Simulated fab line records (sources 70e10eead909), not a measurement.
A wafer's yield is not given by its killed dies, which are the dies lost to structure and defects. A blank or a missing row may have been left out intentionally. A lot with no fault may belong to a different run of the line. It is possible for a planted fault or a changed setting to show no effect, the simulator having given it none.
What tool caused it? -- flow nand_harc -- 36 wafers from 12 lots sampled at 5 of the route's 1302 steps

WHAT EACH GAUGE READ, for each wafer
NHARC_THIN_TSV_THK_MEAS_02: measures by ir.
lot,measured,on,thk_nm (nm)
L657,day 25 10:24,film_metro-01,2765 2687 2857
L656,day 25 11:35,film_metro-01,2832 2895 2974
L659,day 25 14:01,film_metro-02,3235 2875 3318
L662,day 25 16:25,film_metro-02,3128 2939 3038
L661,day 26 22:47,film_metro-01,3097 3112 3032
L664,day 27 18:29,film_metro-02,2880 3227 2612
L665,day 27 21:35,film_metro-02,2989 2784 3095
L674,day 30 16:09,film_metro-02,3040 3229 3130
L675,day 31 05:44,film_metro-02,3087 3083 3045
L676,day 32 11:41,film_metro-02,3326 3480 3310
L678,day 32 19:05,film_metro-02,2673 2903 2655
L679,day 33 21:35,film_metro-02,3056 3336 2996

NHARC_END_SORT_01.
lot,measured,on,defect_limited_yield (%),killed_at_array,killed_at_other,killed_at_periphery,killed_dies,killed_open,killed_short,sort_bin_2_pct (%),sort_bin_3_pct (%),sort_bin_4_pct (%),sort_n_pass,sort_rim_yield_pct (%),sort_yield_pct (%)
L657,day 27 06:28,prober-02,92.0 92.9 93.5,51 46 41,2 0 1,1 2 2,54 48 44,7 1 5,3 2 4,3.1 3.0 2.8,0 0.3 0.6,4.9 3.8 3.1,623 629 633,93 96 92,92.0 92.9 93.5
L656,day 27 00:58,prober-01,87.6 90.0 87.3,75 65 81,1 0 0,8 3 5,84 68 86,3 2 3,6 4 0,4.4 3.1 5.8,0.9 0.9 0.4,7.1 6.1 6.5,593 609 591,87 95 92,87.6 90.0 87.3
L659,day 27 08:44,prober-01,93.5 93.8 90.0,41 41 66,1 0 1,2 1 1,44 42 68,5 0 2,1 1 4,2.7 2.5 3.5,0.7 0.7 1.2,3.1 3.0 5.3,633 635 609,89 89 92,93.5 93.8 90.0
L662,day 27 13:27,prober-02,89.7 88.9 90.3,62 64 63,0 0 1,8 11 2,70 75 66,5 4 1,4 4 2,2.5 4.4 3.7,0.7 1.0 0.9,7.1 5.6 5.2,607 602 611,86 94 99,89.7 88.9 90.3
L661,day 27 21:13,prober-02,92.9 93.5 92.8,47 42 46,0 0 1,1 2 2,48 44 49,0 3 3,1 3 1,1.8 3.0 2.8,0.6 0.6 0.6,4.7 3.0 3.8,629 633 628,90 90 90,92.9 93.5 92.8
L664,day 28 09:37,prober-01,87.4 88.5 87.9,81 76 76,0 2 2,4 0 4,85 78 82,3 1 3,3 3 5,4.1 4.0 4.6,1.0 1.2 0.9,7.4 6.4 6.6,592 599 595,92 89 88,87.4 88.5 87.9
L665,day 28 17:25,prober-02,90.1 91.0 90.4,63 58 63,0 0 0,4 3 2,67 61 65,4 6 4,2 2 3,3.2 4.0 3.2,1.0 0.3 1.0,5.6 4.7 5.3,610 616 612,84 88 86,90.1 91.0 90.4
L674,day 31 13:26,prober-02,88.6 90.3 90.1,72 62 66,1 0 0,4 4 1,77 66 67,4 1 3,4 3 3,4.6 3.2 4.0,0.7 0.3 0.7,6.1 6.2 5.2,600 611 610,88 91 93,88.6 90.3 90.1
L675,day 31 21:41,prober-01,87.7 89.1 85.7,81 72 92,0 0 0,2 2 5,83 74 97,4 3 6,1 0 4,4.0 4.1 4.6,0.9 0.4 0.9,7.4 6.4 8.9,594 603 580,92 98 87,87.7 89.1 85.7
L676,day 33 05:38,prober-02,89.5 91.9 92.8,65 49 42,3 0 3,3 6 4,71 55 49,4 5 3,3 2 4,5.5 2.7 2.4,0.1 0.7 0.1,4.9 4.7 4.7,606 622 628,95 98 90,89.5 91.9 92.8
L678,day 33 12:49,prober-01,94.8 96.2 95.6,32 22 30,0 0 0,3 4 0,35 26 30,4 2 2,6 2 2,2.2 0.9 1.0,0.6 0.4 0.1,2.4 2.5 3.2,642 651 647,94 99 96,94.8 96.2 95.6
L679,day 34 14:26,prober-01,90.8 88.9 90.1,58 68 61,2 3 1,2 4 5,62 75 67,6 5 2,1 3 2,3.2 4.3 3.8,0.7 0.6 0.4,5.2 6.2 5.6,615 602 610,90 94 91,90.8 88.9 90.1

WHAT TOOL EACH LOT RAN ON (gives the tool, then ch and the chambers of the sampled wafers, and finally the start)
lot,NHARC_THIN_TSV_CMP_01,NHARC_THIN_TSV_STRIP_45,NHARC_THIN_TSV_ETCHBACK_48
L657,"cmp-04 ch 0,2,3, day 25 10:13","plasma_asher-01 ch 0,1, day 25 12:35","rie_diel-07 ch 0,1,2, day 25 13:49"
L656,"cmp-01 ch 0,1,3, day 25 11:23","plasma_asher-02 ch 0,1, day 25 13:50","rie_diel-07 ch 0,1,2, day 25 15:02"
L659,"cmp-02 ch 2,3, day 25 13:44","plasma_asher-02 ch 0,1, day 25 15:58","rie_diel-10 ch 1,2,3, day 25 17:23"
L662,"cmp-01 ch 0,2, day 25 16:11","plasma_asher-01 ch 0,1, day 25 18:34","rie_diel-10 ch 0,1,2, day 25 19:49"
L661,"cmp-02 ch 1,2, day 26 22:31","plasma_asher-01 ch 0,1, day 27 00:44","rie_diel-10 ch 0,2,3, day 27 02:03"
L664,"cmp-02 ch 1,2, day 27 18:13","plasma_asher-02 ch 0, day 27 20:36","rie_diel-10 ch 0,1,2, day 27 21:52"
L665,"cmp-01 ch 1,2,3, day 27 21:19","plasma_asher-01 ch 0,1, day 27 23:47","rie_diel-11 ch 0,1,3, day 28 00:56"
L674,"cmp-04 ch 2,3, day 30 15:53","plasma_asher-01 ch 0,1, day 30 18:29","rie_diel-07 ch 0,1,3, day 30 19:46"
L675,"cmp-01 ch 1,2,3, day 31 05:31","plasma_asher-02 ch 0,1, day 31 07:50","rie_diel-07 ch 0,1,3, day 31 09:06"
L676,"cmp-02 ch 0,2,3, day 32 11:25","plasma_asher-01 ch 0,1, day 32 13:38","rie_diel-07 ch 1,2,3, day 32 14:50"
L678,"cmp-02 ch 0,3, day 32 18:50","plasma_asher-02 ch 0,1, day 32 21:20","rie_diel-10 ch 2,3, day 32 22:27"
L679,"cmp-04 ch 0,1, day 33 21:21","plasma_asher-02 ch 0,1, day 33 23:44","rie_diel-10 ch 0,2,3, day 34 00:55"
- NHARC_THIN_TSV_CMP_01: polishes.
- NHARC_THIN_TSV_STRIP_45: strips in O2.
- NHARC_THIN_TSV_ETCHBACK_48: etches the open film in C4F8/Ar, target depth 1028.5 nm, time 405.17 s.

AS READ BY THE TOOLS THEMSELVES (means over the sampled wafers that have a number; for cases with no such wafer, the mark the record gives instead)
NHARC_THIN_TSV_CMP_01.
lot,tool,motor_current_A (A)
L657,cmp-04,13.1
L656,cmp-01,11.4
L659,cmp-02,12.4
L662,cmp-01,10.9
L661,cmp-02,10.9
L664,cmp-02,10.3
L665,cmp-01,11.6
L674,cmp-04,11.8
L675,cmp-01,11.4
L676,cmp-02,12.1
L678,cmp-02,11.8
L679,cmp-04,11.2

NHARC_THIN_TSV_STRIP_45.
lot,tool,drypump_motor_current_A (A),heater_power_w (W)
L657,plasma_asher-01,5.1,380
L656,plasma_asher-02,5.9,353
L659,plasma_asher-02,6.3,369
L662,plasma_asher-01,5.0,339
L661,plasma_asher-01,5.1,376
L664,plasma_asher-02,5.7,347
L665,plasma_asher-01,5.1,338
L674,plasma_asher-01,5.0,342
L675,plasma_asher-02,6.2,355
L676,plasma_asher-01,5.1,366
L678,plasma_asher-02,6.0,346
L679,plasma_asher-02,6.0,350

NHARC_THIN_TSV_ETCHBACK_48.
lot,tool,oes_product_au (a.u.),rf_vpp_V (V)
L657,rie_diel-07,0.99,550
L656,rie_diel-07,0.92,550
L659,rie_diel-10,1.01,550
L662,rie_diel-10,0.93,547
L661,rie_diel-10,0.96,548
L664,rie_diel-10,0.99,546
L665,rie_diel-11,0.94,548
L674,rie_diel-07,0.92,548
L675,rie_diel-07,0.93,549
L676,rie_diel-07,0.92,548
L678,rie_diel-10,0.96,551
L679,rie_diel-10,1.00,549

THE ANSWER, worked out from the rows above alone
Rule: usual is defined by the lots themselves. The widest of any qualifying gaps counts: lots, ordered by their means at a reading, are off when they make up no more than a third of the lots, leave a main group of 4 or more, and stand apart from it by 3 or more times the standard deviation of that group's means. If all means in a main group match to the digits the tables above print for the reading, that group is not used. Also off: a lot with no number at a reading for which 4 or more lots have one. All remaining lots with rows at the step are treated as sound. First the gauges in route order, then the tools' own readings, where a lot's mean is used as printed above. The first step at which some lot is off is used, and at that step the reading that is off furthest; a lot without a number counts as furthest.
No lot is off at any reading shown: from this, nothing can be told.

WHAT WAS PUT IN BY THE SIMULATOR
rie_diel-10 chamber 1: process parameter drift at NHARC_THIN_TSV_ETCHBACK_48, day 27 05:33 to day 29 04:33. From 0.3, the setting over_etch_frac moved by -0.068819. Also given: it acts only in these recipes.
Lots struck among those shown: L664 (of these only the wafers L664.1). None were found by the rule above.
